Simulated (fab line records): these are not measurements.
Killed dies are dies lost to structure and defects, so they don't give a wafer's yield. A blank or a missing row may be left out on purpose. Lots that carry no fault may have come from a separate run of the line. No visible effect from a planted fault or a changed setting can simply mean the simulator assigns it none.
fab line records + flow n5-finfet + part 2 of 2: steps 22 to 30 of 30
[record]
- lots = 5
- wafers = 15
- last-day = 19
route steps=1938 shown SDB@370 DUMMY_REMOVAL@377 HKMG_FIN@385
lots with no fault: from the same line, run without faults
start-h: hours from the record's first day to the start of the lot's first wafer shown + wait-h: hours elapsed since this lot's preceding step + " same as the row above + L1.1+2: a row that stands for several wafers + - no value, or no start was given + * or withheld: withheld + < > ~ a bound
route shown NAME@n: names a module that has steps shown in the file, with the first one's number in the route + usual: mean/standard deviation of fault-free wafers + same: alike in all rows + chamber/n: place in a boat + sites: the reading at each site + _std_site: standard deviation of those values + _edge_site: mean of outer sites minus mean of inner sites + radius-mm: for every site, how far away it sits from the centre of the wafer + mask NAME#n: copy n + behind: the most recent tool/chamber to have shaped the wafer + hold: reason for holding the lot/hours on hold/outcome of the hold + device: the n, p or np transistor that did not switch + end of line: the tests these same wafers got at the end of their route + a step given without rows: its recipe and nothing more + killed: count of dies lost to structure and defects at first sort (not the wafer's yield) + map: dies across one wafer; x = killed, . = not, _ = none there
set.NAME: the setting the step ran with; set.NAME@STEP: the setting that earlier step ran with + model.NAME: the simulator's own value behind a step, which no gauge read
lots at selected steps of the route; one table per step, one row per wafer
services: from which hour (start-h, from the record's first day; less than 0 if before it) a tool's chamber was out of use, for how many hours, and why
[[steps]]
[step N5_HKMG_FIN_COAT_42]
[recipe]
- resist = SiARC
- temp-c = 220
- time-s = 60
- spin-rpm = 1500
- resist-thk-nm = 35
[usual]
- chill-plate-temp-C = 23.00/0.11
- plate-temp-C = 219.99/0.19
| lot.wafer | tool           | chamber | start-h | wait-h | chill-plate-temp-C | plate-temp-C |
|-----------|----------------|---------|---------|--------|--------------------|--------------|
| L077.3    | litho-track-04 | 0       | -       | -      | 23.00              | 219.91       |
| L077.5    | "              | 0       | "       | "      | 23.07              | 220.06       |
| L077.6    | "              | 0       | "       | "      | 22.99              | 219.89       |
| L082.1    | litho-track-04 | 0       | -       | -      | 22.99              | 219.84       |
| L082.2    | "              | 0       | "       | "      | 23.16              | 219.60       |
| L082.5    | "              | 0       | "       | "      | 22.93              | 219.68       |
| L085.1    | litho-track-01 | 0       | -       | -      | 23.04              | 220.08       |
| L085.3    | "              | 0       | "       | "      | 23.16              | 220.11       |
| L085.5    | "              | 0       | "       | "      | 23.05              | 220.13       |
| L088.2    | litho-track-04 | 0       | -       | -      | 22.93              | 219.84       |
| L088.3    | "              | 0       | "       | "      | 22.81              | 219.97       |
| L088.6    | "              | 0       | "       | "      | 22.89              | 219.79       |
| L096.2    | litho-track-02 | 0       | -       | -      | 23.05              | 219.81       |
| L096.5    | "              | 0       | "       | "      | 23.02              | 219.61       |
| L096.6    | "              | 0       | "       | "      | 23.08              | 219.96       |
[step N5_HKMG_FIN_COAT_43]
[recipe]
- resist = CAR-ArF
- spin-rpm = 1500
- resist-thk-nm = 90
[usual]
- chill-plate-temp-C = 23.00/0.12
| lot.wafer | tool           | chamber | start-h | wait-h | chill-plate-temp-C |
|-----------|----------------|---------|---------|--------|--------------------|
| L077.3    | litho-track-04 | 0       | -       | -      | 22.98              |
| L077.5    | "              | 0       | "       | "      | 23.00              |
| L077.6    | "              | 0       | "       | "      | 22.86              |
| L082.1    | litho-track-04 | 0       | -       | -      | 23.02              |
| L082.2    | "              | 0       | "       | "      | 22.92              |
| L082.5    | "              | 0       | "       | "      | 22.95              |
| L085.1    | litho-track-01 | 0       | -       | -      | 22.81              |
| L085.3    | "              | 0       | "       | "      | 22.95              |
| L085.5    | "              | 0       | "       | "      | 23.00              |
| L088.2    | litho-track-04 | 0       | -       | -      | 22.84              |
| L088.3    | "              | 0       | "       | "      | 22.84              |
| L088.6    | "              | 0       | "       | "      | 22.80              |
| L096.2    | litho-track-02 | 0       | -       | -      | 23.16              |
| L096.5    | "              | 0       | "       | "      | 23.08              |
| L096.6    | "              | 0       | "       | "      | 22.97              |
[step N5_HKMG_FIN_EBR_45]
[recipe]
- solvent = PGMEA
- ebr-width-mm = 1.5
[usual]
- chill-plate-temp-C = 23.01/0.096
| lot.wafer | tool           | chamber | start-h | wait-h | chill-plate-temp-C |
|-----------|----------------|---------|---------|--------|--------------------|
| L077.3    | litho-track-04 | 0       | -       | -      | 22.99              |
| L077.5    | "              | 0       | "       | "      | 23.04              |
| L077.6    | "              | 0       | "       | "      | 23.01              |
| L082.1    | litho-track-04 | 0       | -       | -      | 22.96              |
| L082.2    | "              | 0       | "       | "      | 23.00              |
| L082.5    | "              | 0       | "       | "      | 23.01              |
| L085.1    | litho-track-01 | 0       | -       | -      | 22.94              |
| L085.3    | "              | 0       | "       | "      | 22.89              |
| L085.5    | "              | 0       | "       | "      | 22.69              |
| L088.2    | litho-track-04 | 0       | -       | -      | 23.14              |
| L088.3    | "              | 0       | "       | "      | 23.09              |
| L088.6    | "              | 0       | "       | "      | 23.09              |
| L096.2    | litho-track-02 | 0       | -       | -      | 22.89              |
| L096.5    | "              | 0       | "       | "      | 22.96              |
| L096.6    | "              | 0       | "       | "      | 22.93              |
[step N5_HKMG_FIN_SOFTBAKE_44]
[recipe]
- temp-c = 110
- time-s = 60
- resist = CAR-ArF
[usual]
- chill-plate-temp-C = 23.02/0.099
- plate-temp-C = 109.99/0.14
| lot.wafer | tool           | chamber | start-h | wait-h | chill-plate-temp-C | plate-temp-C |
|-----------|----------------|---------|---------|--------|--------------------|--------------|
| L077.3    | litho-track-04 | 0       | -       | -      | 22.92              | 110.10       |
| L077.5    | "              | 0       | "       | "      | 23.09              | 109.81       |
| L077.6    | "              | 0       | "       | "      | 23.05              | 110.02       |
| L082.1    | litho-track-04 | 0       | -       | -      | 22.92              | 110.08       |
| L082.2    | "              | 0       | "       | "      | 23.00              | 109.84       |
| L082.5    | "              | 0       | "       | "      | 23.09              | 109.71       |
| L085.1    | litho-track-01 | 0       | -       | -      | 23.05              | 110.03       |
| L085.3    | "              | 0       | "       | "      | 23.12              | 109.94       |
| L085.5    | "              | 0       | "       | "      | 22.95              | 109.96       |
| L088.2    | litho-track-04 | 0       | -       | -      | 23.19              | 110.03       |
| L088.3    | "              | 0       | "       | "      | 23.09              | 110.07       |
| L088.6    | "              | 0       | "       | "      | 23.15              | 110.14       |
| L096.2    | litho-track-02 | 0       | -       | -      | 23.09              | 109.94       |
| L096.5    | "              | 0       | "       | "      | 23.07              | 110.12       |
| L096.6    | "              | 0       | "       | "      | 23.02              | 110.13       |
[step N5_HKMG_FIN_EXPOSE_46]
[recipe]
- mask-id = NDIPOLE
- na = 1.35
- source-shape = conventional
- sigma-outer = 0.8
- polarization = unpolarized
- dose-mj = 40
[usual]
- focus-offset-nm = 0.0/0.55
| lot.wafer | tool            | chamber | start-h | wait-h | mask      | focus-offset-nm |
|-----------|-----------------|---------|---------|--------|-----------|-----------------|
| L077.3    | arfi-scanner-02 | 0       | 89.36   | -      | NDIPOLE#0 | 0.2             |
| L077.5    | "               | 0       | "       | "      | NDIPOLE#0 | 0.4             |
| L077.6    | "               | 0       | "       | "      | NDIPOLE#0 | 0.1             |
| L082.1    | arfi-scanner-03 | 0       | 122.52  | -      | NDIPOLE#0 | 0.2             |
| L082.2    | "               | 0       | "       | "      | NDIPOLE#0 | 0.1             |
| L082.5    | "               | 0       | "       | "      | NDIPOLE#0 | -0.8            |
| L085.1    | arfi-scanner-02 | 0       | 137.24  | -      | NDIPOLE#0 | 0.7             |
| L085.3    | "               | 0       | "       | "      | NDIPOLE#0 | 0.8             |
| L085.5    | "               | 0       | "       | "      | NDIPOLE#0 | 0.9             |
| L088.2    | arfi-scanner-02 | 0       | 153.71  | -      | NDIPOLE#0 | -0.7            |
| L088.3    | "               | 0       | "       | "      | NDIPOLE#0 | 0.3             |
| L088.6    | "               | 0       | "       | "      | NDIPOLE#0 | -1.0            |
| L096.2    | arfi-scanner-02 | 0       | 210.94  | -      | NDIPOLE#0 | -0.5            |
| L096.5    | "               | 0       | "       | "      | NDIPOLE#0 | -0.8            |
| L096.6    | "               | 0       | "       | "      | NDIPOLE#0 | -1.4            |
[step N5_HKMG_FIN_PEB_47]
[recipe]
- peb-temp-c = withheld
- peb-time-s = 60
- resist = CAR-ArF
[usual]
- chill-plate-temp-C = 22.99/0.11
| lot.wafer | tool           | chamber | start-h | wait-h | chill-plate-temp-C |
|-----------|----------------|---------|---------|--------|--------------------|
| L077.3    | litho-track-01 | 0       | 89.41   | 0.0    | 22.99              |
| L077.5    | "              | 0       | "       | "      | 23.02              |
| L077.6    | "              | 0       | "       | "      | 22.94              |
| L082.1    | litho-track-04 | 0       | 122.58  | 0.1    | 23.11              |
| L082.2    | "              | 0       | "       | "      | 22.92              |
| L082.5    | "              | 0       | "       | "      | 23.11              |
| L085.1    | litho-track-01 | 0       | 137.30  | 0.1    | 22.97              |
| L085.3    | "              | 0       | "       | "      | 23.07              |
| L085.5    | "              | 0       | "       | "      | 23.00              |
| L088.2    | litho-track-04 | 0       | 153.76  | 0.0    | 22.92              |
| L088.3    | "              | 0       | "       | "      | 22.81              |
| L088.6    | "              | 0       | "       | "      | 22.94              |
| L096.2    | litho-track-02 | 0       | 210.99  | 0.0    | 22.76              |
| L096.5    | "              | 0       | "       | "      | 22.86              |
| L096.6    | "              | 0       | "       | "      | 22.79              |
[step N5_HKMG_FIN_DEVELOP_48]
[recipe]
- develop-time-s = 30
- developer = TMAH
- resist = CAR-ArF
- rinse-liquid = diw
- dry = air-spin
- dev-temp-c = 23
[usual]
- chill-plate-temp-C = 23.02/0.11
| lot.wafer | tool           | chamber | start-h | wait-h | chill-plate-temp-C |
|-----------|----------------|---------|---------|--------|--------------------|
| L077.3    | litho-track-01 | 0       | -       | -      | 22.88              |
| L077.5    | "              | 0       | "       | "      | 22.88              |
| L077.6    | "              | 0       | "       | "      | 22.84              |
| L082.1    | litho-track-04 | 0       | -       | -      | 23.06              |
| L082.2    | "              | 0       | "       | "      | 23.05              |
| L082.5    | "              | 0       | "       | "      | 22.96              |
| L085.1    | litho-track-01 | 0       | -       | -      | 23.07              |
| L085.3    | "              | 0       | "       | "      | 22.99              |
| L085.5    | "              | 0       | "       | "      | 23.14              |
| L088.2    | litho-track-04 | 0       | -       | -      | 22.99              |
| L088.3    | "              | 0       | "       | "      | 23.11              |
| L088.6    | "              | 0       | "       | "      | 22.99              |
| L096.2    | litho-track-02 | 0       | -       | -      | 22.98              |
| L096.5    | "              | 0       | "       | "      | 23.04              |
| L096.6    | "              | 0       | "       | "      | 22.91              |
[step N5_HKMG_FIN_CD_MEAS_49]
[recipe]
- target-cd-nm = 202
- landing-energy-ev = 500
- detector = se-inlens
- polarity = opening
[usual]
- cd-nm = 202.0/0.73
| lot.wafer | tool      | chamber | start-h | wait-h | cd-nm |
|-----------|-----------|---------|---------|--------|-------|
| L077.3    | cd-sem-02 | 0       | 89.48   | -      | 200.6 |
| L077.5    | "         | 0       | "       | "      | 201.2 |
| L077.6    | "         | 0       | "       | "      | 201.2 |
| L082.1    | cd-sem-03 | 0       | 122.65  | -      | 201.8 |
| L082.2    | "         | 0       | "       | "      | 202.4 |
| L082.5    | "         | 0       | "       | "      | 201.7 |
| L085.1    | cd-sem-02 | 0       | 137.37  | -      | 201.2 |
| L085.3    | "         | 0       | "       | "      | 201.0 |
| L085.5    | "         | 0       | "       | "      | 200.8 |
| L088.2    | cd-sem-02 | 0       | 153.83  | -      | 202.2 |
| L088.3    | "         | 0       | "       | "      | 201.5 |
| L088.6    | "         | 0       | "       | "      | 201.6 |
| L096.2    | cd-sem-02 | 0       | 211.05  | -      | 203.2 |
| L096.5    | "         | 0       | "       | "      | 202.2 |
| L096.6    | "         | 0       | "       | "      | 202.6 |
[step N5_HKMG_FIN_OVL_MEAS_50]
[recipe]
- points-per-wafer = 44
[usual]
- NDIPOLE_OVL = -0.6/0.71
| lot.wafer | tool       | chamber | start-h | wait-h | NDIPOLE_OVL[nm] |
|-----------|------------|---------|---------|--------|-----------------|
| L077.3    | overlay-01 | 0       | 89.51   | 0.0    | -0.3            |
| L077.5    | "          | 0       | "       | "      | 0.1             |
| L077.6    | "          | 0       | "       | "      | -0.1            |
| L082.1    | overlay-01 | 0       | 122.68  | 0.0    | -0.6            |
| L082.2    | "          | 0       | "       | "      | -0.1            |
| L082.5    | "          | 0       | "       | "      | -0.5            |
| L085.1    | overlay-02 | 0       | 137.40  | 0.0    | -1.2            |
| L085.3    | "          | 0       | "       | "      | 0.1             |
| L085.5    | "          | 0       | "       | "      | -0.9            |
| L088.2    | overlay-01 | 0       | 153.86  | 0.0    | -1.2            |
| L088.3    | "          | 0       | "       | "      | -1.1            |
| L088.6    | "          | 0       | "       | "      | -0.1            |
| L096.2    | overlay-01 | 0       | 211.09  | 0.0    | -0.8            |
| L096.5    | "          | 0       | "       | "      | -0.2            |
| L096.6    | "          | 0       | "       | "      | -0.5            |
[[services]]
| tool             | chamber | start-h | hours | kind   |
|------------------|---------|---------|-------|--------|
| arfi-scanner-02  | -       | 65.53   | 1.3   | pm     |
| rie-diel-02      | 3       | 66.11   | 4.3   | repair |
| arfi-scanner-02  | -       | 68.95   | 0.6   | repair |
| arfi-scanner-02  | -       | 81.29   | 1.0   | pm     |
| ald-hk-01        | -       | 83.38   | 2.8   | pm     |
| ald-sin-01       | -       | 85.86   | 14.0  | pm     |
| cmp-01           | -       | 95.58   | 2.7   | repair |
| rie-diel-04      | -       | 95.90   | 0.4   | repair |
| ald-sin-03       | 1       | 114.06  | 7.8   | repair |
| arfi-scanner-02  | -       | 125.60  | 1.0   | pm     |
| arfi-scanner-02  | -       | 143.72  | 3.1   | pm     |
| arfi-scanner-02  | -       | 151.17  | 1.1   | repair |
| ald-sin-03       | -       | 162.30  | 6.1   | pm     |
| remote-plasma-02 | -       | 173.45  | 0.7   | repair |
| ald-sin-03       | -       | 177.94  | 14.0  | pm     |
| arfi-scanner-02  | -       | 179.13  | 4.9   | pm     |
| rie-diel-02      | -       | 180.09  | 1.3   | repair |
| ald-sin-01       | 1       | 184.53  | 5.7   | repair |
| rtp-anneal-01    | -       | 185.88  | 2.8   | pm     |
| wet-bench-05     | -       | 186.83  | 1.9   | pm     |
| cmp-01           | -       | 188.53  | 14.5  | pm     |
| ald-hk-03        | -       | 190.21  | 0.2   | repair |
| arfi-scanner-02  | -       | 191.03  | 1.3   | pm     |
| arfi-scanner-02  | -       | 198.24  | 2.8   | repair |
